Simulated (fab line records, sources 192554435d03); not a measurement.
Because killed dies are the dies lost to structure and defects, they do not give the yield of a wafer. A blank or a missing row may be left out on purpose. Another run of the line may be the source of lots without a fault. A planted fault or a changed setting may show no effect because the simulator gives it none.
Chamber matching	flow n5Finfet	N5_MOL_CONTACT_COAG_CMP_23 on cmp-04: 4 sister chambers
The step polishes, stops on SiO2, t overpolish 1.5 s, target thk 0 nm. 8 wafers are shown with their chamber, then 7 later ones without.

WAFERS WITH THEIR CHAMBER
wafer	chamber	timeToEndpointS (s)	motorCurrentA (A)
L303.1	1	11.0	8.3
L304.1	1	11.2	7.5
L308.4	0	9.9	7.4
L311.1	3	6.8	7.3
L311.4	2	3.7	8.4
L311.6	3	7.4	7.0
L312.2	2	8.9	8.0
L312.4	0	11.1	6.7

WAFERS WITHOUT THEIR CHAMBER
wafer	timeToEndpointS (s)	motorCurrentA (A)
L312.6	10.7	7.3
L313.1	8.8	7.6
L313.2	11.3	7.9
L313.3	4.8	8.1
L314.2	11.0	7.8
L314.3	8.5	8.4
L314.6	9.6	7.1

THE CHAMBER EACH PASSED THROUGH
wafer	from the rows above	in truth
L312.6	can't be placed: 0 or 1 or 3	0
L313.1	can't be placed: 3 or 1 or 0 or 2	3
L313.2	can't be placed: 1 or 0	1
L313.3	can't be placed: 2 or 3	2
L314.2	can't be placed: 1 or 0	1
L314.3	can't be placed: 2 or 1 or 3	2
L314.6	can't be placed: 0 or 3 or 1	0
0 of 7 placed correctly. Can't be placed from these rows: 7 (the true chamber is among the candidates in 7). 0 placed wrongly.
How it was worked out, from the rows above alone: a wafer's distance from a chamber is the root of the sum, over the readings, of the square of ((its reading less the chamber's mean) divided by the reading's scatter). If the next closest chamber is less than 2 further off than the closest, the wafer can't be placed; otherwise it belongs to the closest. The mean given for a chamber averages the wafers shown for that chamber. The scatter: take each reading less its chamber's mean, square it, sum over the shown wafers, divide by the number of wafers less the number of chambers, and take the root.
